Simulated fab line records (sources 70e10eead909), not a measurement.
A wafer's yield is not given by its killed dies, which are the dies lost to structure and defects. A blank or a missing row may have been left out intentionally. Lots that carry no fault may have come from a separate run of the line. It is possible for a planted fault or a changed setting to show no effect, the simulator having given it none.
Which of the tools did it?    flow nand-harc    12 lots with 36 wafers sampled at 4 steps, on a route of 1159 steps

== WHAT THE GAUGES SHOWED, per wafer ==
NHARC_END_SORT_01. Usual: killed-at-array 29, standard deviation 8.4; killed-at-other 0.7, standard deviation 1.2; killed-at-periphery 3.8, standard deviation 2.1; killed-dies 33, standard deviation 9; killed-open 3.4, standard deviation 2; killed-short 2.1, standard deviation 1.4.
lot   measured      on         killed-at-array  killed-at-other  killed-at-periphery  killed-dies  killed-open  killed-short  flag
L409  day 23 22:02  prober-02  18 670 21        2 0 3            2 5 2                22 675 26    1 5 4        3 5 1         OFF

== WHICH TOOL RAN EACH LOT (tool, then ch and the chambers of the sampled wafers, then the start) ==
lot   NHARC_A_STAIRCASE_ETCHBACK_422      NHARC_A_STAIRCASE_STRIP_475                    NHARC_A_SGD_CUT_ETCH_16
L391  rie-diel-12 ch 0,2,3, day 13 20:31  rie-diel-06 ch 2,3, day 13 23:43 or earlier    rie-diel-05 ch 1,2, day 13 23:43
L390  rie-diel-12 ch 0,2, day 13 21:26    rie-diel-06 ch 0,3, day 14 00:30 or earlier    rie-diel-13 ch 0,2, day 14 00:30
L392  rie-diel-12 ch 1,2, day 14 11:49    rie-diel-12 ch 2,3, day 14 14:43 or earlier    rie-diel-13 ch 1,2,3, day 14 14:43
L393  rie-diel-12 ch 2,3, day 14 11:57    rie-diel-08 ch 1,2,3, day 14 14:55 or earlier  rie-diel-01 ch 1,2,3, day 14 14:55
L394  rie-diel-06 ch 0,1,3, day 14 12:24  rie-diel-12 ch 1,3, day 14 15:28 or earlier    rie-diel-05 ch 0,3, day 14 15:28
L396  rie-diel-06 ch 0,3, day 14 19:07    rie-diel-08 ch 0,2,3, day 14 22:11 or earlier  rie-diel-01 ch 0,1, day 14 22:11
L395  rie-diel-06 ch 1,2,3, day 14 19:25  rie-diel-12 ch 2,3, day 14 22:41 or earlier    rie-diel-05 ch 0,1, day 14 22:41
L398  rie-diel-08 ch 1,3, day 15 08:36    rie-diel-08 ch 0,2,3, day 15 11:38 or earlier  rie-diel-13 ch 0,1,3, day 15 11:38
L397  rie-diel-06 ch 0,1,3, day 15 20:13  rie-diel-12 ch 0,2, day 15 23:09 or earlier    rie-diel-01 ch 0,1,3, day 15 23:09
L400  rie-diel-08 ch 0,1,3, day 16 08:07  rie-diel-08 ch 1,2, day 16 10:47 or earlier    rie-diel-13 ch 0,1,3, day 16 10:47
L409  rie-diel-08 ch 0,1,2, day 17 22:17  rie-diel-06 ch 0,1,3, day 18 01:08 or earlier  rie-diel-05 ch 0,1,3, day 18 01:08
L412  rie-diel-12 ch 0,2,3, day 19 14:33  rie-diel-06 ch 0,1,3, day 19 17:31 or earlier  rie-diel-01 ch 0,2,3, day 19 17:31
- NHARC_A_STAIRCASE_ETCHBACK_422: etches the open film in CH3F/O2, target depth 40 nm, time 74.286 s.
- NHARC_A_STAIRCASE_STRIP_475: strips in O2, time 20 s.
- NHARC_A_SGD_CUT_ETCH_16: etches the open film in C4F8/O2/Ar, target depth 310.5 nm, time 155.2 s.

== WHAT THE TOOLS THEMSELVES READ (means of the sampled wafers that have a number; where no wafer has one, the mark that the record gives instead) ==
NHARC_A_STAIRCASE_ETCHBACK_422. Usual: bias-w 100.0 W, standard deviation 0.33; drypump-motor-current-A 5.7 A, standard deviation 0.5; oes-product-au 0.95 a.u., standard deviation 0.037; rf-vpp-V 244.1 V, standard deviation 1.5; showerhead-plenum-p-Torr 2.45 Torr, standard deviation 0.083; throttle-valve-pct 20.663 %, standard deviation 0.0093.
lot   tool         bias-w (W)  drypump-motor-current-A (A)  oes-product-au (a.u.)  rf-vpp-V (V)  showerhead-plenum-p-Torr (Torr)  throttle-valve-pct (%)  flag
L391  rie-diel-12  99.5        5.3                          1.00                   245.3         2.43                             20.674                  
L390  rie-diel-12  100.0       5.6                          0.92                   243.3         2.45                             20.652                  
L392  rie-diel-12  100.3       5.6                          0.93                   244.0         2.48                             20.660                  
L393  rie-diel-12  99.5        5.2                          0.92                   243.9         2.43                             20.660                  
L394  rie-diel-06  100.0       5.7                          0.92                   244.3         2.50                             20.660                  
L396  rie-diel-06  100.1       5.9                          0.98                   245.5         2.51                             20.671                  
L395  rie-diel-06  99.9        6.0                          0.93                   245.7         2.53                             20.663                  
L398  rie-diel-08  100.4       6.1                          0.99                   245.3         2.52                             20.661                  
L397  rie-diel-06  100.0       5.7                          0.92                   244.6         2.50                             20.656                  
L400  rie-diel-08  100.0       5.9                          0.92                   244.5         2.44                             20.664                  
L409  rie-diel-08  100.0       6.1                          1.00                   243.2         2.40                             20.660                  
L412  rie-diel-12  100.2       5.3                          0.93                   243.0         2.41                             20.653                  

NHARC_A_STAIRCASE_STRIP_475. Usual: drypump-motor-current-A 5.8 A, standard deviation 0.47; oes-product-au 0.997 a.u., standard deviation 0.0099; rf-vpp-V 57.7 V, standard deviation 0.88; showerhead-plenum-p-Torr 3.51 Torr, standard deviation 0.13; throttle-valve-pct 17.035 %, standard deviation 0.0092.
lot   tool         drypump-motor-current-A (A)  oes-product-au (a.u.)  rf-vpp-V (V)  showerhead-plenum-p-Torr (Torr)  throttle-valve-pct (%)  flag
L391  rie-diel-06  6.2                          0.998                  58.4          3.65                             17.031                  
L390  rie-diel-06  5.8                          1.001                  58.1          3.60                             17.043                  
L392  rie-diel-12  5.0                          0.998                  57.9          3.45                             17.031                  
L393  rie-diel-08  5.9                          0.991                  58.0          3.49                             17.040                  
L394  rie-diel-12  5.6                          0.983                  57.8          3.57                             17.043                  
L396  rie-diel-08  5.6                          1.002                  57.2          3.39                             17.033                  
L395  rie-diel-12  4.9                          0.994                  57.5          3.45                             17.029                  
L398  rie-diel-08  5.6                          1.000                  57.1          3.39                             17.039                  
L397  rie-diel-12  5.6                          1.012                  58.5          3.51                             17.041                  
L400  rie-diel-08  6.1                          1.007                  56.7          3.43                             17.035                  
L409  rie-diel-06  5.7                          0.996                  58.6          3.57                             17.041                  
L412  rie-diel-06  5.7                          0.988                  56.8          3.56                             17.030                  

NHARC_A_SGD_CUT_ETCH_16. Usual: bias-w 799.9 W, standard deviation 2.4; oes-product-au 0.971 a.u., standard deviation 0.013; rf-vpp-V 722 V, standard deviation 3.8; run-length-s 176.5 s, standard deviation 0.49.
lot   tool         bias-w (W)  oes-product-au (a.u.)  rf-vpp-V (V)  run-length-s (s)  flag
L391  rie-diel-05  801.0       0.967                  728           176.7             
L390  rie-diel-13  798.1       0.977                  721           176.9             
L392  rie-diel-13  800.8       0.981                  723           176.6             
L393  rie-diel-01  798.8       0.964                  721           176.3             
L394  rie-diel-05  798.0       0.965                  723           176.2             
L396  rie-diel-01  798.9       0.988                  721           176.0             
L395  rie-diel-05  799.3       0.961                  727           176.5             
L398  rie-diel-13  802.7       0.965                  719           176.4             
L397  rie-diel-01  800.4       0.983                  719           175.9             
L400  rie-diel-13  801.1       0.972                  719           176.2             
L409  rie-diel-05  799.9       0.956                  725           170.4             OFF
L412  rie-diel-01  800.3       0.975                  719           176.4             

== THE ANSWER, worked out from the rows above alone ==
Rule: lot off if the mean of its wafers having a number is beyond 3 standard deviations from the usual mean. Also off: a lot with no number at a reading for which 4 or more lots have one. Where the step has rows for the other lots, those lots are counted as sound. Order of review: gauges by route order, followed by the tools' own readings, for which a lot's mean as printed above is used. At the first step where some lot is off, the reading lying furthest off is the one used; lots without a number count as furthest.
Off at NHARC_END_SORT_01 (killed-at-array): L409. Neither off nor sound, because the step has no rows for them: L391, L390, L392, L393, L394, L396, L395, L398, L397, L400, L412.
If a tool, at a process step before that reading, ran all the lots that are off and no sound lot after the first of them, it fits. Not tried: the gauges at NHARC_END_SORT_01; whatever is off there is also off at NHARC_A_SGD_CUT_ETCH_16, on other tools, and gauge error can't account for it. Because NHARC_A_STAIRCASE_STRIP_475 lacks a start for some lots, the hours and order of its lots are taken from NHARC_A_SGD_CUT_ETCH_16. Can't be told from this: 3 tools fit, rie-diel-08 at NHARC_A_STAIRCASE_ETCHBACK_422, rie-diel-06 at NHARC_A_STAIRCASE_STRIP_475, rie-diel-05 at NHARC_A_SGD_CUT_ETCH_16.

== WHAT HAD BEEN PUT IN BY THE SIMULATOR ==
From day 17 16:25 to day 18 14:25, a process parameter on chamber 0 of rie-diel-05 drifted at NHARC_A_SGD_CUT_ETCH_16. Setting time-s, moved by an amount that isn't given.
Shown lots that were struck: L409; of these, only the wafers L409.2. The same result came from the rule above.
